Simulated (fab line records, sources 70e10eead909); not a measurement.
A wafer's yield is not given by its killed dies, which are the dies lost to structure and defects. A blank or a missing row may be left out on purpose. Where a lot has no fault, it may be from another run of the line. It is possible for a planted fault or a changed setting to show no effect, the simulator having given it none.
fab line records	flow nandHarc
record: lots: 5	wafers: 15	lastDay: 32
route steps=1302 shown A_CHANNEL_HOLE_D2@602 A_CHANNEL_FILL_D2@610 END@1302
lots that met no fault: taken from a fault-free run of the same line
startH: hours from the record's opening day to when the first of the lot's shown wafers began	waitH: hours since the lot's step before	" the same as in the row above	L1.1+2: a single row standing in for several wafers	- no value present, or no start provided	* or withheld: withheld	< > ~ a bound
route shown NAME@n: NAME is a module with steps in the file, n the number in the route of the first one	usual: mean/standard deviation of fault-free wafers	same: alike in all rows	chamber/n: place in a boat	sites: each site's reading	_std_site: the standard deviation of these	_edge_site: mean of outer sites minus mean of inner sites	radiusMm: how far each site lies from the wafer's centre	mask NAME#n: copy n	behind: the most recent tool/chamber to have shaped the wafer	hold: why the lot went on hold/how many hours it stayed there/how the hold came to an end	device: names the non-switching transistor (n, p or np)	end of line: the same wafers' tests at the end of the route	for a step that has no rows: nothing shown but its recipe	killed: dies lost to structure and defects at the first sort, not the wafer's yield	map: shows each die of a wafer: x if killed, . if not, _ if none is there
set.NAME: the run value of the setting; set.NAME@STEP: its run value at that earlier step	model.NAME: the simulator's own value behind a step, which no gauge read
lots seen at some steps along the route; tables by step, rows by wafer
services: from which hour (startH, from the record's first day; less than 0 if before it) a tool's chamber was out of use, for how many hours, and why
== steps ==
step: NHARC_A_CHANNEL_HOLE_D2_STRIP_43
recipe: o2FlowSccm: 400	cosFlowSccm: 20	arFlowSccm: 0	biasW: 0	chemistry: O2/COS
step: NHARC_A_CHANNEL_HOLE_D2_ETCH_44
recipe: targetDepthA: 1400	overetchA: 140	timeS: 77	ionEnergyEv: 100	cf4FlowSccm: 80	o2FlowSccm: 20	arFlowSccm: 0	rfW: 300	biasW: 100	chemistry: CF4/O2
usual: drypumpMotorCurrentA: 5.7/0.32	oes_ar_750_au: 1.000/0.0041	oesProductAu: 0.997/0.011	rfVppV: 197.8/1.2	showerheadPlenumPTorr: 1.33/0.047	throttleValvePct: 13.397/0.0094
lot.wafer	tool	chamber	startH	waitH	drypumpMotorCurrentA	oes_ar_750_au	oesProductAu	rfHoursCounterH	rfVppV	showerheadPlenumPTorr	throttleValvePct
L187.4	rieDiel-02	2	327.33	0.1	5.7	0.998	0.976	6	199.3	1.31	13.400
L187.3	"	3	"	"	5.8	0.997	0.986	7	198.9	1.33	13.399
L187.2	"	0	"	"	5.5	1.000	0.989	6	199.2	1.39	13.391
L192.1	rieDiel-05	0	399.55	0.1	6.0	0.998	1.011	11	199.7	1.37	13.400
L192.4	"	1	"	"	5.6	1.004	1.011	9	199.4	1.35	13.406
L192.5	"	0	"	"	6.0	0.997	1.007	-	199.2	1.37	13.392
L197.3	rieDiel-05	1	444.31	0.1	5.5	1.001	0.995	2	197.9	1.35	13.388
L197.4	"	3	"	"	6.1	0.996	1.004	2	196.3	1.25	13.389
L197.6	"	1	"	"	5.5	0.996	1.005	-	199.7	1.35	13.403
L200.4	rieDiel-05	0	460.68	0.1	6.0	0.995	1.004	2	200.0	1.37	13.399
L200.2	"	2	"	"	5.0	0.996	1.010	3	197.7	1.31	13.396
L200.6	"	0	"	"	6.0	0.998	1.010	-	199.4	1.37	13.407
L203.4	rieDiel-05	2	478.29	0.1	5.0	1.007	1.013	4	197.6	1.31	13.394
L203.3	"	3	"	"	6.0	1.000	1.012	4	195.4	1.25	13.392
L203.6	"	1	"	"	5.6	1.002	0.984	-	199.1	1.35	13.401
step: NHARC_A_CHANNEL_HOLE_D2_STRIP_28
recipe: o2FlowSccm: 500	arFlowSccm: 0	biasW: 0	chemistry: O2
usual: drypumpMotorCurrentA: 5.7/0.32	oesProductAu: 0.995/0.01	rfVppV: 57.6/0.92	showerheadPlenumPTorr: 3.51/0.12	throttleValvePct: 17.036/0.0091
lot.wafer	tool	chamber	startH	waitH	drypumpMotorCurrentA	oesProductAu	rfHoursCounterH	rfVppV	showerheadPlenumPTorr	throttleValvePct
L187.4	rieDiel-02	2	-	-	5.7	0.986	6	57.2	3.47	17.042
L187.2	"	0	"	"	5.5	0.988	6	57.8	3.68	17.048
L187.3	"	1	"	"	6.0	1.001	4	57.6	3.39	17.026
L192.4	rieDiel-05	1	-	-	5.6	1.007	10	56.7	3.58	17.030
L192.1	"	3	"	"	6.1	0.999	9	57.9	3.32	17.032
L192.5	"	1	"	"	5.6	1.018	-	57.0	3.58	17.037
L197.3	rieDiel-05	3	-	-	6.1	1.005	2	57.2	3.32	17.023
L197.4	"	1	"	"	5.6	0.993	2	58.4	3.58	17.040
L197.6	"	3	"	"	6.1	1.002	-	57.0	3.32	17.027
L200.4	rieDiel-05	2	-	-	5.1	0.987	3	57.5	3.48	17.050
L200.2	"	1	"	"	5.5	0.996	3	56.4	3.58	17.018
L200.6	"	3	"	"	6.1	1.008	-	59.5	3.32	17.030
L203.3	rieDiel-05	0	-	-	6.0	0.997	4	58.8	3.60	17.017
L203.4	"	2	"	"	5.1	1.000	4	57.5	3.47	17.038
L203.6	"	0	"	"	6.0	0.993	-	58.0	3.60	17.029
step: NHARC_A_CHANNEL_HOLE_D2_PRECLEAN_29
recipe: timeS: *	tempC: 50	bathAgeMin: 0	chemistry: SC1
step: NHARC_A_CHANNEL_HOLE_D2_SRD_30
step: NHARC_A_CHANNEL_HOLE_D2_CD_MEAS_31
usual: cdNm: 90.7/1.4
lot.wafer	tool	chamber	startH	waitH	cdNm
L187.2	cdSem-03	-	328.13	-	93.4
L187.3	"	-	"	"	91.2
L187.4	"	-	"	"	93.5
L192.1	cdSem-03	-	400.33	-	91.3
L192.4	"	-	"	"	92.4
L192.5	"	-	"	"	91.7
L197.3	cdSem-01	-	445.12	-	91.4
L197.4	"	-	"	"	88.3
L197.6	"	-	"	"	90.3
L200.2	cdSem-03	-	461.47	-	90.8
L200.4	"	-	"	"	91.9
L200.6	"	-	"	"	92.4
L203.3	cdSem-01	-	479.08	-	92.8
L203.4	"	-	"	"	89.2
L203.6	"	-	"	"	91.2
step: NHARC_A_CHANNEL_HOLE_D2_XSEM_32
recipe: landingEnergyEv: 35000
usual: botCdNm: 75.1/1.4	bowNm: 8.66/0.28	tiltDeg: 0.08/0.04
lot.wafer	tool	chamber	startH	waitH	botCdNm	bowNm	tiltDeg
L187.2	xsem-01	0	328.21	0.1	77.9	8.61	0.15
L187.3	"	0	"	"	75.5	8.61	0.15
L187.4	"	0	"	"	77.2	8.58	0.15
L192.1	xsem-01	0	400.42	0.1	75.3	8.08	0.11
L192.4	"	0	"	"	77.1	8.09	0.11
L192.5	"	0	"	"	77.5	8.13	0.10
L197.3	xsem-02	0	445.22	0.1	76.6	8.91	0.03
L197.4	"	0	"	"	73.3	8.89	0.03
L197.6	"	0	"	"	76.1	8.92	0.03
L200.2	xsem-01	0	461.56	0.1	75.2	8.84	0.10
L200.4	"	0	"	"	76.0	8.73	0.10
L200.6	"	0	"	"	76.3	8.66	0.10
L203.3	xsem-02	0	479.17	0.1	77.3	8.46	0.12
L203.4	"	0	"	"	73.9	8.41	0.12
L203.6	"	0	"	"	75.2	8.42	0.11
step: NHARC_A_CHANNEL_HOLE_D2_INSPECT_40
usual: rawDefectCount: 271/82
lot.wafer	tool	chamber	startH	waitH	rawDefectCount
L187.2	defectInspect-02	-	328.31	-	206
L187.3	"	-	"	"	180
L187.4	"	-	"	"	258
L192.1	defectInspect-01	-	400.52	-	228
L192.4	"	-	"	"	252
L192.5	"	-	"	"	363
L197.3	defectInspect-01	-	445.33	-	189
L197.4	"	-	"	"	174
L197.6	"	-	"	"	207
L200.2	defectInspect-01	-	461.66	-	402
L200.4	"	-	"	"	258
L200.6	"	-	"	"	248
L203.3	defectInspect-02	-	479.26	-	267
L203.4	"	-	"	"	216
L203.6	"	-	"	"	212
step: NHARC_A_CHANNEL_FILL_D2_PRECLEAN_00
recipe: timeS: *	tempC: 50	bathAgeMin: 0	chemistry: SC1
step: NHARC_A_CHANNEL_FILL_D2_SRD_01
step: NHARC_A_CHANNEL_FILL_D2_ALD_02
recipe: targetThkA: 60	pulseTimeS: 10	aldCycles: 60	tempC: 300	material: SiO2
usual: aldCycles: 60/0	heaterPowerW: 468/38	precursorPulseHeightRel: 1.003/0.02
lot.wafer	tool	chamber	startH	waitH	aldCycles	heaterPowerW	precursorPulseHeightRel
L187.4	aldHk-04	2	328.58	-	60	451	1.009
L187.2	"	3	"	"	60	383	1.029
L187.3	"	0	"	"	60	479	1.000
L192.1	aldHk-02	0	400.78	-	60	406	1.007
L192.4	"	2	"	"	60	495	1.020
L192.5	"	0	"	"	60	407	1.000
L197.4	aldHk-04	0	445.67	-	60	531	0.968
L197.3	"	1	"	"	60	472	0.981
L197.6	"	3	"	"	60	395	1.007
L200.4	aldHk-02	3	461.92	-	60	476	1.017
L200.2	"	1	"	"	60	530	1.000
L200.6	"	2	"	"	60	481	0.976
L203.4	aldHk-02	3	479.60	-	60	498	0.977
L203.3	"	0	"	"	60	409	1.018
L203.6	"	2	"	"	60	500	1.005
step: NHARC_A_CHANNEL_FILL_D2_ALD_03
recipe: targetThkA: 60	pulseTimeS: 60	aldCycles: 58	tempC: 630	pressureTorr: 2	material: SiNx
step: NHARC_A_CHANNEL_FILL_D2_ALD_14
recipe: targetThkA: 25	pulseTimeS: 10	aldCycles: 25	tempC: 300	material: SiO2
usual: aldCycles: 25/0	heaterPowerW: 461/41	precursorPulseHeightRel: 0.997/0.02
lot.wafer	tool	chamber	startH	waitH	aldCycles	heaterPowerW	precursorPulseHeightRel
L187.3	aldHk-04	0	335.49	0.0	25	460	0.983
L187.4	"	2	"	"	25	459	1.000
L187.2	"	3	"	"	25	380	1.035
L192.1	aldHk-02	0	407.68	0.0	25	401	1.009
L192.4	"	1	"	"	25	507	1.028
L192.5	"	1	"	"	25	525	0.988
L197.3	aldHk-04	1	450.20	0.3	25	470	0.963
L197.4	"	2	"	"	25	461	1.026
L197.6	"	3	"	"	23	395	1.005
L200.2	aldHk-01	3	468.29	0.0	25	472	1.021
L200.4	"	2	"	"	25	462	1.053
L200.6	"	3	"	"	25	483	1.007
L203.3	aldHk-02	3	487.91	1.4	25	476	0.987
L203.4	"	0	"	"	25	408	0.962
L203.6	"	3	"	"	25	490	1.010
step: NHARC_A_CHANNEL_FILL_D2_ALD_15
recipe: targetThkA: 20	pulseTimeS: 60	aldCycles: 19	tempC: 630	pressureTorr: 2	material: SiNx
usual: aldCycles: 19/0	precursorPulseHeightRel: 0.998/0.019
lot.wafer	tool	chamber	startH	waitH	aldCycles	precursorPulseHeightRel
L187.2	aldSinBatch-01	0	-	-	19	1.031
L187.3	"	0	"	"	19	1.010
L187.4	"	0	"	"	19	0.995
L192.1	aldSinBatch-01	0	-	-	19	0.993
L192.4	"	0	"	"	19	0.980
L192.5	"	0	"	"	19	0.977
L197.3	aldSinBatch-03	0	-	-	19	0.969
L197.4	"	0	"	"	19	0.989
L197.6	"	0	"	"	19	1.040
L200.2	aldSinBatch-02	0	-	-	19	0.976
L200.4	"	0	"	"	19	0.998
L200.6	"	0	"	"	19	1.031
L203.3	aldSinBatch-03	0	-	-	19	1.017
L203.4	"	0	"	"	19	0.999
L203.6	"	0	"	"	19	1.022
step: NHARC_END_SORT_01
recipe: tempC: 25
usual: killedAtArray: 54/18	killedAtOther: 0.9/1.2	killedAtPeriphery: 4.4/2.9	killedDies: 59/18	killedOpen: 3.2/1.8	killedShort: 2.6/1.8
same: grossDies: 677
lot.wafer	tool	chamber	startH	waitH	killedAtArray	killedAtOther	killedAtPeriphery	killedDies	killedOpen	killedShort
L187.2	prober-01	0	602.78	2.8	85	1	7	93	4	1
L187.3	prober-01	0	603.58	3.1	77	3	0	80	3	3
L187.4	prober-01	0	604.38	3.4	88	1	5	94	5	2
L192.1	prober-02	0	664.43	2.5	49	6	2	57	5	1
L192.4	prober-02	0	666.84	3.4	42	0	1	43	4	1
L192.5	prober-02	0	667.65	3.7	39	1	3	43	0	1
L197.3	prober-02	0	729.79	3.1	50	0	5	55	4	3
L197.4	prober-02	0	730.58	3.4	31	1	2	34	2	2
L197.6	prober-02	0	732.16	4.0	50	1	2	53	4	3
L200.2	prober-01	0	736.95	2.8	48	1	5	54	1	5
L200.4	prober-01	0	738.55	3.4	32	0	9	41	2	2
L200.6	prober-01	0	740.15	4.0	49	3	5	57	6	2
L203.3	prober-01	0	763.23	3.1	56	1	10	67	9	2
L203.4	prober-01	0	764.02	3.4	62	0	8	70	7	2
L203.6	prober-01	0	765.62	4.0	58	0	5	63	8	5
killed by level:class
L187.2 A_SLIT:chamberFilmFlake=32 A_CHANNEL_HOLE_D2:chamberFilmFlake=31 A_CONTACT:chamberFilmFlake=6 A_CHANNEL_HOLE_D1:chamberFilmFlake=5 A_STAIRCASE:chamberFilmFlake=5 P_CONTACT:chamberFilmFlake=3 P_M2:chamberFilmFlake=2 A_DECK1_JOINT:chamberFilmFlake=2
L187.3 A_SLIT:chamberFilmFlake=33 A_CHANNEL_HOLE_D2:chamberFilmFlake=24 A_CONTACT:chamberFilmFlake=7 THIN_TSV:chamberFilmFlake=3 A_CHANNEL_FILL_D2:geometricParticle:open=2 A_CHANNEL_HOLE_D1:chamberFilmFlake=2 A_CHANNEL_FILL_D1:geometricParticle:short=1 A_WL_FILL:geometricParticle:short=1
L187.4 A_CHANNEL_HOLE_D2:chamberFilmFlake=33 A_SLIT:chamberFilmFlake=31 A_CONTACT:chamberFilmFlake=11 A_CHANNEL_HOLE_D1:chamberFilmFlake=4 P_M2:chamberFilmFlake=3 P_STI:geometricParticle:open=1 A_ONON_D1:geometricParticle:short=1 A_ONON_D2:geometricParticle:short=1
L192.1 A_CHANNEL_HOLE_D1:chamberFilmFlake=26 A_CHANNEL_HOLE_D2:chamberFilmFlake=14 HYBRID_BOND:chamberFilmFlake=5 A_WL_FILL:geometricParticle:open=2 P_M0:geometricParticle:short=1 A_DECK1_JOINT:geometricParticle:open=1 A_BLC:geometricParticle:open=1 A_M1:geometricParticle:open=1
L192.4 A_CHANNEL_HOLE_D1:chamberFilmFlake=20 A_CHANNEL_HOLE_D2:chamberFilmFlake=12 A_CHANNEL_FILL_D1:chamberFilmFlake=2 A_CONTACT:chamberFilmFlake=2 P_CONTACT:geometricParticle:open=1 A_ONON_D2:geometricParticle:open=1 A_WL_FILL:geometricParticle:short=1 A_M0:geometricParticle:open=1
L192.5 A_CHANNEL_HOLE_D1:chamberFilmFlake=20 A_CHANNEL_HOLE_D2:chamberFilmFlake=15 A_DECK1_JOINT:geometricParticle:short=1 P_ZERO_WELL:chamberFilmFlake=1 P_STI:chamberFilmFlake=1 P_GATE:chamberFilmFlake=1 A_SLIT:chamberFilmFlake=1 A_DECK1_JOINT:chamberFilmFlake=1
L197.3 A_CHANNEL_HOLE_D2:chamberFilmFlake=19 A_CHANNEL_HOLE_D1:chamberFilmFlake=10 A_SLIT:chamberFilmFlake=7 A_CONTACT:chamberFilmFlake=5 P_BONDPAD:chamberFilmFlake=4 A_M0:geometricParticle:open=2 P_M0:geometricParticle:short=1 A_CHANNEL_FILL_D1:geometricParticle:short=1
L197.4 A_CHANNEL_HOLE_D2:chamberFilmFlake=16 A_CHANNEL_HOLE_D1:chamberFilmFlake=4 A_SLIT:chamberFilmFlake=3 A_CONTACT:chamberFilmFlake=3 P_M0:geometricParticle:open=1 A_WL_FILL:geometricParticle:short=1 A_M0:geometricParticle:open=1 P_BONDPAD:chamberFilmFlake=1
L197.6 A_CHANNEL_HOLE_D2:chamberFilmFlake=18 A_CHANNEL_HOLE_D1:chamberFilmFlake=9 A_SLIT:chamberFilmFlake=6 A_CONTACT:chamberFilmFlake=5 A_DECK1_JOINT:chamberFilmFlake=2 P_M0:geometricParticle:short=1 A_SOURCE_PLATE:geometricParticle:open=1 A_ONON_D1:geometricParticle:open=1
L200.2 A_CHANNEL_HOLE_D2:chamberFilmFlake=28 A_CHANNEL_HOLE_D1:chamberFilmFlake=7 A_SLIT:chamberFilmFlake=6 P_ZERO_WELL:chamberFilmFlake=3 A_CHANNEL_FILL_D2:geometricParticle:short=2 P_GATE:chamberFilmFlake=2 A_ONON_D1:geometricParticle:short=1 A_ONON_D1:geometricParticle:open=1
L200.4 A_CHANNEL_HOLE_D2:chamberFilmFlake=16 A_CHANNEL_HOLE_D1:chamberFilmFlake=6 A_SLIT:chamberFilmFlake=4 P_GATE:chamberFilmFlake=3 P_ZERO_WELL:chamberFilmFlake=2 P_STI:chamberFilmFlake=2 P_M1:chamberFilmFlake=2 A_SOURCE_PLATE:geometricParticle:short=1
L200.6 A_CHANNEL_HOLE_D2:chamberFilmFlake=22 A_CHANNEL_HOLE_D1:chamberFilmFlake=14 A_SLIT:chamberFilmFlake=4 A_CHANNEL_FILL_D1:geometricParticle:open=2 P_STI:chamberFilmFlake=2 P_GATE:chamberFilmFlake=2 A_DECK1_JOINT:chamberFilmFlake=2 THIN_TSV:chamberFilmFlake=2
L203.3 A_SLIT:chamberFilmFlake=26 A_CHANNEL_HOLE_D1:chamberFilmFlake=10 P_CONTACT:chamberFilmFlake=6 A_CONTACT:chamberFilmFlake=6 A_STAIRCASE:chamberFilmFlake=3 A_ONON_D1:geometricParticle:open=2 A_CHANNEL_FILL_D2:geometricParticle:open=2 A_SGD_CUT:chamberFilmFlake=2
L203.4 A_SLIT:chamberFilmFlake=23 A_CHANNEL_HOLE_D1:chamberFilmFlake=10 A_CONTACT:chamberFilmFlake=10 P_CONTACT:chamberFilmFlake=5 A_ZERO_WELL:chamberFilmFlake=4 A_SGD_CUT:chamberFilmFlake=4 A_STAIRCASE:chamberFilmFlake=3 A_ONON_D1:geometricParticle:open=2
L203.6 A_SLIT:chamberFilmFlake=29 A_CHANNEL_HOLE_D1:chamberFilmFlake=7 A_ONON_D1:geometricParticle:open=4 A_CONTACT:chamberFilmFlake=4 A_STAIRCASE:chamberFilmFlake=3 A_ONON_D1:geometricParticle:short=2 A_WL_FILL:geometricParticle:open=2 P_CONTACT:chamberFilmFlake=2
== services ==
tool	chamber	startH	hours	kind
rieDiel-02	0	306.35	5.4	repair
rieDiel-05	0	312.10	-	clean
rieDiel-05	1	312.10	-	clean
rieDiel-05	2	312.10	-	clean
rieDiel-05	3	312.10	-	clean
rieDiel-05	0	336.64	-	clean
rieDiel-05	1	336.64	-	clean
rieDiel-05	2	336.64	-	clean
rieDiel-05	3	336.64	-	clean
rieDiel-05	0	361.14	-	clean
rieDiel-05	1	361.14	-	clean
rieDiel-05	2	361.14	-	clean
rieDiel-05	3	361.14	-	clean
xsem-01	-	374.00	14.0	pm
rieDiel-05	0	385.64	-	clean
xsem-02	-	387.57	0.5	repair
rieDiel-02	-	393.70	9.0	pm
rieDiel-05	-	406.63	9.0	pm
rieDiel-02	-	417.89	2.5	repair
aldHk-04	-	432.49	10.0	pm
rieDiel-05	0	435.49	1.6	repair
rieDiel-02	3	449.58	30.1	repair
rieDiel-02	2	453.83	3.8	repair
rieDiel-05	0	471.39	2.9	repair
== key ==
firstSign: step: NHARC_A_CHANNEL_FILL_D2_ALD_14	reading: aldCycles	direction: down	sigmas: 99+	usual: 25	struck: 23
effect none on later readings
metAt NHARC_A_CHANNEL_FILL_D2_ALD_14
struckWafers L197.6
testerLeftOut L197
onsetBetween 335.49 450.20
fault: kind: processParameterDrift	tool: aldHk-04	chamber: 3	onsetH: 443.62	steps: NHARC_A_CHANNEL_FILL_D2_ALD_14	channel: aldCycles	offset: -2	shape: step	endH: 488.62	actsIn: theseRecipesOnly	stated: 25
testerLeftOut: of these lots the tester's yield and bins aren't shown, on N5 and GAA mostly nor the transistor test; their killed dies are dies lost to structure and defects alone, not to doping, threshold or leakage, so they don't give the yield
